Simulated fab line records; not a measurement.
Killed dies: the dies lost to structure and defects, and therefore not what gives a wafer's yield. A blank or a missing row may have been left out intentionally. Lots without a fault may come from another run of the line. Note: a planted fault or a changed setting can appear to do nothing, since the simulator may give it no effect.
What tool caused it?    flow n5Finfet    Sampling: 10 lots, 30 wafers, 4 of 1938 route steps

== WHAT EACH GAUGE READ, for each wafer ==
N5_BEOL_M4_RC_MEAS_101. Usual: DIBL_N 36.3 mV/V, standard deviation 1.7; DIBL_P 36.5 mV/V, standard deviation 2.1; IOFF_N 0.16 nA/um, standard deviation 0.03; IOFF_P 0.22 nA/um, standard deviation 0.035; ION_N 675 uA/um, standard deviation 11; ION_P 465 uA/um, standard deviation 7.1; SS_N 71.5 mV/dec, standard deviation 0.62; SS_P 73.3 mV/dec, standard deviation 0.64; VT_N 250 mV, standard deviation 3.1; VT_P -249.1 mV, standard deviation 3.
lot   measured      on         DIBL_N (mV/V)   DIBL_P (mV/V)   IOFF_N (nA/um)  IOFF_P (nA/um)  ION_N (uA/um)  ION_P (uA/um)  SS_N (mV/dec)   SS_P (mV/dec)   VT_N (mV)    VT_P (mV)             flag
L217  day 7 21:03   prober-01  35.2 37.2 34.7  35.6 38.1 35.4  0.15 0.18 0.14  0.23 0.28 0.23  683 671 673    472 469 473    71.4 71.3 70.8  72.4 73.8 72.9  249 246 252  -244.8 -244.1 -244.3  
L219  day 8 20:51   prober-02  37.0 36.8 38.2  37.1 36.1 38.9  0.16 0.14 0.19  0.24 0.21 0.27  688 666 689    479 465 476    71.4 71.5 71.7  73.4 73.0 73.9  249 253 247  -247.9 -248.5 -246.0  
L220  day 8 22:09   prober-01  39.5 37.1 38.1  41.8 38.5 40.9  0.24 0.20 0.21  0.32 0.26 0.29  675 680 696    469 472 476    72.6 72.6 72.8  74.9 73.7 74.0  248 246 245  -246.1 -246.7 -245.6  
L221  day 9 03:23   prober-01  36.4 33.1 37.8  36.4 32.5 39.1  0.16 0.11 0.21  0.19 0.16 0.25  669 671 688    456 460 472    71.9 71.3 72.2  73.9 72.4 74.0  251 254 243  -253.5 -256.4 -246.4  
L227  day 10 10:26  prober-02  36.7 33.5 35.0  35.8 32.1 34.4  0.16 0.10 0.13  0.22 0.16 0.19  686 656 678    469 457 463    71.6 70.9 71.0  73.4 72.8 73.4  250 256 251  -249.1 -253.1 -250.4  
L230  day 13 09:56  prober-01  33.6 38.5 33.4  33.2 38.7 33.4  0.13 0.22 0.12  0.18 0.27 0.18  654 687 657    452 469 458    71.5 72.2 71.7  73.0 73.7 73.0  251 245 253  -250.5 -247.3 -251.6  
L228  day 13 11:40  prober-01  37.5 34.9 37.6  39.9 35.6 40.2  0.20 0.14 0.21  0.26 0.19 0.27  686 670 699    472 457 474    72.2 72.2 72.7  73.4 73.0 73.6  245 252 243  -247.8 -250.3 -246.3  
L238  day 14 00:14  prober-02  36.3 38.9 38.1  37.6 40.8 39.7  0.16 0.22 0.20  0.22 0.28 0.26  682 684 709    468 473 484    71.6 72.1 71.6  73.7 74.7 74.1  251 246 245  -250.8 -246.8 -246.6  
L235  day 13 15:39  prober-02  37.7            38.0            0.17            0.21            679            457            72.3            73.4            250          -251.3                
L239  day 14 20:30  prober-02  36.4 34.0 36.9  38.1 35.8 38.7  0.16 0.13 0.19  0.23 0.20 0.24  671 686 691    467 475 480    71.5 70.5 71.2  73.8 73.1 73.9  252 253 245  -246.8 -248.7 -246.6  

N5_PASSIVATION_CD_MEAS_30 targets a cd of 4000 nm. Usual: cdNm reads 3999.9 nm (standard deviation 2).
lot   measured      on        cdNm (nm)             flag
L217  day 11 06:27  cdSem-01  3997.2 3998.1 4000.5  
L219  day 12 09:32  cdSem-01  3998.7 3999.8 3999.3  
L220  day 12 06:20  cdSem-03  4000.6 3999.3 4000.2  
L221  day 12 11:16  cdSem-01  3998.8 3999.7 4002.5  
L227  day 14 02:36  cdSem-03  4001.4 3998.9 3999.4  
L230  day 18 08:53  cdSem-02  3997.2 3997.0 3999.5  
L228  day 17 21:21  cdSem-03  4000.2 4000.0 3999.5  
L238  day 19 01:20  cdSem-02  4004.3 4000.5 4001.1  
L235  day 18 22:05  cdSem-01  3998.2                
L239  day 19 21:17  cdSem-02  4003.5 4002.7 3997.3  

== EACH LOT AND THE TOOL THAT RAN IT (in order: tool; ch and the chambers of the sampled wafers; start) ==
lot   N5_BEOL_M1_EXPOSE_08              N5_PASSIVATION_SPUTTER_20
L217  euvScanner-01 ch 0, day 6 06:20   pvdSputter-02, day 11 05:45
L219  euvScanner-02 ch 0, day 6 19:10   pvdSputter-02, day 12 08:50
L220  euvScanner-01 ch 0, day 7 03:23   pvdSputter-02, day 12 05:46
L221  euvScanner-01 ch 0, day 7 09:29   pvdSputter-03, day 12 10:41
L227  euvScanner-01 ch 0, day 8 20:10   pvdSputter-02, day 14 02:02
L230  euvScanner-02 ch 0, day 11 13:23  pvdSputter-01, day 18 08:11
L228  euvScanner-01 ch 0, day 11 13:50  pvdSputter-01, day 17 20:47
L238  euvScanner-01 ch 0, day 11 15:19  pvdSputter-03, day 19 00:39
L235  euvScanner-01 ch 0, day 11 17:10  pvdSputter-01, day 18 21:23
L239  euvScanner-02 ch 0, day 11 19:43  pvdSputter-02, day 19 20:42
- N5_BEOL_M1_EXPOSE_08: exposes mask M1.
- N5_PASSIVATION_SPUTTER_20: material TaN, target thk 50 nm.

== AS READ BY THE TOOLS THEMSELVES (means over the sampled wafers that have a number; for cases with no such wafer, the mark the record gives instead) ==
N5_BEOL_M1_EXPOSE_08. Usual: stageMsdNm reads 0.858 nm (standard deviation 0.01).
lot   tool           stageMsdNm (nm)  flag
L217  euvScanner-01  0.850            
L219  euvScanner-02  0.881            
L220  euvScanner-01  0.851            
L221  euvScanner-01  0.849            
L227  euvScanner-01  0.850            
L230  euvScanner-02  0.855            
L228  euvScanner-01  0.854            
L238  euvScanner-01  0.853            
L235  euvScanner-01  0.849            
L239  euvScanner-02  0.857            

N5_PASSIVATION_SPUTTER_20. Usual: throttleValvePct reads 30.1 % (standard deviation 1.1).
lot   tool           throttleValvePct (%)  flag
L217  pvdSputter-02  29.6                  
L219  pvdSputter-02  30.1                  
L220  pvdSputter-02  28.9                  
L221  pvdSputter-03  29.8                  
L227  pvdSputter-02  30.1                  
L230  pvdSputter-01  31.1                  
L228  pvdSputter-01  31.3                  
L238  pvdSputter-03  30.0                  
L235  pvdSputter-01  31.5                  
L239  pvdSputter-02  30.7                  

== THE ANSWER, worked out from the rows above alone ==
Rule: a lot is off if the mean of its wafers that have a number lies more than 3 standard deviations from the usual mean. A lot without any number at a reading at which 4 lots or more have one is off too. Where the step has rows for the other lots, those lots are counted as sound. First the gauges in route order, then the tools' own readings, where a lot's mean is used as printed above. The first step at which some lot is off is used, and at that step the reading that is off furthest; a lot without a number counts as furthest.
No lot is off on any of the readings shown, so nothing can be concluded from this.

== WHAT THE SIMULATOR PUT IN ==
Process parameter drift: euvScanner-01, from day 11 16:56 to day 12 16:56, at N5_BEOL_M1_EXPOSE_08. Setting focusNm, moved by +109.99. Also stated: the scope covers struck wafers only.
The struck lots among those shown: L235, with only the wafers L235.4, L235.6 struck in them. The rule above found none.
